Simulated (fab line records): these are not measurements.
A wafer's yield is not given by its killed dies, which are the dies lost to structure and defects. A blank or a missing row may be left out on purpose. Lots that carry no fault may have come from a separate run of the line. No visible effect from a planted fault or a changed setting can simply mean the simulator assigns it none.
The same fault as seen by 2 desks | flow n5-finfet | each desk holds nothing but its own numbers, with what lay behind them at the end

== METROLOGY DESK ==
Lot by lot, what the gauges showed, no matter which tool ran the lot: averages of those sampled wafers that carry a number. Any lot whose mean is over 4 standard deviations away from the usual mean is out of limits and marked OUT; that distance is given in the brackets.
Columns: A = cd-nm at N5_BEOL_M8_CD_MEAS_18, usual 39.7 nm; B = V7_OVL at N5_BEOL_M8_OVL_MEAS_29, usual 0.4 nm
lot  | first seen here | A    | B
L818 | day 10 03:51    | 39.0 | -0.3
L819 | day 10 18:28    | 40.0 | -0.6
L829 | day 12 23:29    | 39.9 | 0.9
L832 | day 15 06:34    | 39.4 | 0.9
L834 | day 15 12:26    | 40.0 | 0.7
L837 | day 16 02:35    | 40.4 | 0.6
L836 | day 16 07:28    | 39.8 | 0.2
L838 | day 16 11:17    | 40.0 | 0.7
L835 | day 16 11:21    | 38.8 | 1.0
L841 | day 17 00:56    | 39.6 | 1.1
L839 | day 17 01:22    | 40.2 | -0.9
Result from this desk: across the 11 lots, nothing is out of limits.

== FOR THE TOOL OWNER'S DESK: rie-diel-04 ==
The tool's own readings at N5_BEOL_M8_ETCH_66 (etches SOC in N2/H2, target depth 80 nm, overetch 16 nm, time 120 s): means of the sampled wafers that have a number, for each lot that ran on this tool. Any lot whose mean is over 4 standard deviations away from the usual mean is out of limits and marked OUT; that distance is given in the brackets.
Columns: A = drypump-motor-current-A at N5_BEOL_M8_ETCH_66, usual 5.8 A; B = oes-product-au at N5_BEOL_M8_ETCH_66, usual 0.61 a.u.; C = rf-fwd-power-W at N5_BEOL_M8_ETCH_66, usual 835.7 W; D = rf-vpp-V at N5_BEOL_M8_ETCH_66, usual 523.5 V; E = showerhead-plenum-p-Torr at N5_BEOL_M8_ETCH_66, usual 2.53 Torr; F = throttle-valve-pct at N5_BEOL_M8_ETCH_66, usual 17.87 %
lot  | first seen here | A   | B    | C               | D                | E    | F
L818 | day 10 09:12    | 5.8 | 0.64 | 835.8           | 524.7            | 2.57 | 17.83
L829 | day 13 01:17    | 6.0 | 0.67 | 901.5 (+24) OUT | 512.4 (-6.1) OUT | 2.56 | 17.65
L836 | day 16 08:06    | 5.8 | 0.60 | 836.9           | 524.1            | 2.52 | 17.90
L835 | day 16 12:47    | 5.7 | 0.59 | 835.4           | 524.3            | 2.55 | 17.91
L839 | day 17 01:53    | 6.0 | 0.63 | 835.2           | 523.3            | 2.54 | 17.71
This desk's finding: out of limits on L829; first on L829, day 13 01:17 (rf-fwd-power-W at N5_BEOL_M8_ETCH_66). L818, L836, L835, L839: within limits.

== BROUGHT TOGETHER ==
The tool owner's desk had the chance to raise an alarm at day 13 01:17 on L829.
From the metrology desk's view, nothing was out of limits.
The metrology desk has L829 on record, within its limits.
All the named lots went through N5_BEOL_M8_ETCH_66 on rie-diel-04.

== WHAT WAS PUT IN BY THE SIMULATOR ==
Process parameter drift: rie-diel-04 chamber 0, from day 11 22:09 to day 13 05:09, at N5_BEOL_M8_ETCH_66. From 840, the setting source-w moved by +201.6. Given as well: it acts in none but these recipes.
Struck lots among those shown: L829.
Each desk's first reading out of limits, in hours after the fault started: the tool owner's desk, 27.
